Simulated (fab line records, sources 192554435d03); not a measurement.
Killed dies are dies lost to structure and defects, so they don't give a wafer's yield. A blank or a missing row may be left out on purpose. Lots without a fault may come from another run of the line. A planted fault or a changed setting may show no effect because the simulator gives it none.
Chamber matching | flow n5_finfet | N5_BEOL_M0_PRE_CLEAN_131 on cvd_co-02: 3 sister chambers
The step time 15 s. 20 wafers are shown with their chamber, then 10 later ones without.

WAFERS WITH THEIR CHAMBER
wafer  | chamber | heater_power_w (W)
L074.3 | 0       | 62
L074.4 | 1       | 110
L074.5 | 1       | 107
L077.1 | 0       | 63
L077.3 | 0       | 62
L077.6 | 2       | 99
L079.1 | 0       | 64
L079.4 | 2       | 105
L079.6 | 1       | 95
L081.1 | 0       | 63
L081.2 | 1       | 95
L081.5 | 2       | 103
L083.4 | 2       | 106
L083.5 | 1       | 95
L083.6 | 0       | 62
L086.1 | 0       | 63
L086.2 | 1       | 95
L086.3 | 2       | 103
L088.1 | 0       | 64
L088.4 | 2       | 104

SIGNATURES (means of the wafers above)
reading        | chamber 0 | chamber 1 | chamber 2 | scatter within a chamber
heater_power_w | 62.88     | 99.50     | 103.33    | 4.07
Rule: a wafer's distance from a chamber is the root of the sum, over the readings, of the square of ((its reading less the chamber's mean) divided by the reading's scatter). The wafer belongs to the nearest chamber; if the next one is less than 2 further off, it can't be placed. The scatter: the root of (the sum of the squares of (reading less its chamber's mean) over the shown wafers, divided by (wafers less chambers)).

WAFERS WITHOUT THEIR CHAMBER
wafer  | heater_power_w (W)
L088.6 | 93
L087.1 | 65
L087.2 | 95
L087.6 | 66
L091.2 | 92
L091.4 | 66
L091.6 | 101
L097.2 | 64
L097.3 | 96
L097.4 | 94

WHICH CHAMBER EACH WENT THROUGH
wafer  | from the rows above     | in truth
L088.6 | can't be placed: 1 or 2 | 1
L087.1 | 0                       | 0
L087.2 | can't be placed: 1 or 2 | 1
L087.6 | 0                       | 0
L091.2 | can't be placed: 1 or 2 | 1
L091.4 | 0                       | 0
L091.6 | can't be placed: 1 or 2 | 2
L097.2 | 0                       | 0
L097.3 | can't be placed: 1 or 2 | 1
L097.4 | can't be placed: 1 or 2 | 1
Placed correctly: 4 of 10. Can't be placed from these rows: 6 (the true chamber is among the candidates in 6). Placed wrongly: 0.
